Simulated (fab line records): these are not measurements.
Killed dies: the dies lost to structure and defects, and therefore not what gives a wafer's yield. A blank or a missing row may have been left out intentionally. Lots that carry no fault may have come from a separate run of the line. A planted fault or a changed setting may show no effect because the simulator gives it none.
Chamber matching / flow nand harc / 4 sister chambers for NHARC_A_STAIRCASE_ALD_415 on ald hk-03
The step deposits SiO2, target thk 30 nm, pulse time 6 s, ald cycles 300. 8 wafers are shown with their chamber, then 9 later ones without.

== WAFERS PAIRED WITH THEIR CHAMBERS ==
wafer=L082.4; chamber=0; heater power outer w (W)=287; heater power w (W)=506
wafer=L082.5; chamber=2; heater power outer w (W)=269; heater power w (W)=468
wafer=L087.1; chamber=0; heater power outer w (W)=297; heater power w (W)=492
wafer=L087.2; chamber=1; heater power outer w (W)=269; heater power w (W)=496
wafer=L087.4; chamber=3; heater power outer w (W)=258; heater power w (W)=464
wafer=L086.2; chamber=2; heater power outer w (W)=261; heater power w (W)=460
wafer=L086.4; chamber=1; heater power outer w (W)=266; heater power w (W)=499
wafer=L086.6; chamber=3; heater power outer w (W)=266; heater power w (W)=466

== WAFERS WITHOUT THEIR CHAMBER ==
wafer=L088.1; heater power outer w (W)=266; heater power w (W)=473
wafer=L088.5; heater power outer w (W)=260; heater power w (W)=492
wafer=L088.6; heater power outer w (W)=267; heater power w (W)=466
wafer=L095.2; heater power outer w (W)=267; heater power w (W)=499
wafer=L095.5; heater power outer w (W)=296; heater power w (W)=503
wafer=L095.6; heater power outer w (W)=263; heater power w (W)=492
wafer=L097.1; heater power outer w (W)=298; heater power w (W)=512
wafer=L097.2; heater power outer w (W)=266; heater power w (W)=467
wafer=L097.4; heater power outer w (W)=261; heater power w (W)=469

== WHICH CHAMBER EACH WENT THROUGH ==
wafer=L088.1; from the rows above=can't be placed: 2 or 3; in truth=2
wafer=L088.5; from the rows above=1; in truth=1
wafer=L088.6; from the rows above=can't be placed: 2 or 3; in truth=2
wafer=L095.2; from the rows above=1; in truth=1
wafer=L095.5; from the rows above=0; in truth=0
wafer=L095.6; from the rows above=1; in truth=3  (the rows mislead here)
wafer=L097.1; from the rows above=0; in truth=0
wafer=L097.2; from the rows above=can't be placed: 2 or 3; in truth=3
wafer=L097.4; from the rows above=can't be placed: 3 or 2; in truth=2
4 of 9 placed correctly. Unplaceable from these rows: 4, with the true chamber sitting among the candidates in 4. Placed wrongly: 1.
How it was worked out, from the rows above alone: a wafer's distance from a chamber is the root of the sum, over the readings, of the square of ((its reading less the chamber's mean) divided by the reading's scatter). The wafer belongs to the nearest chamber; if the next one is less than 2 further off, it can't be placed. A chamber's mean is the mean of its shown wafers. How the scatter is found: for the shown wafers, subtract from each reading the mean of its chamber, square and add these, divide the total by (wafers less chambers), then take the root.
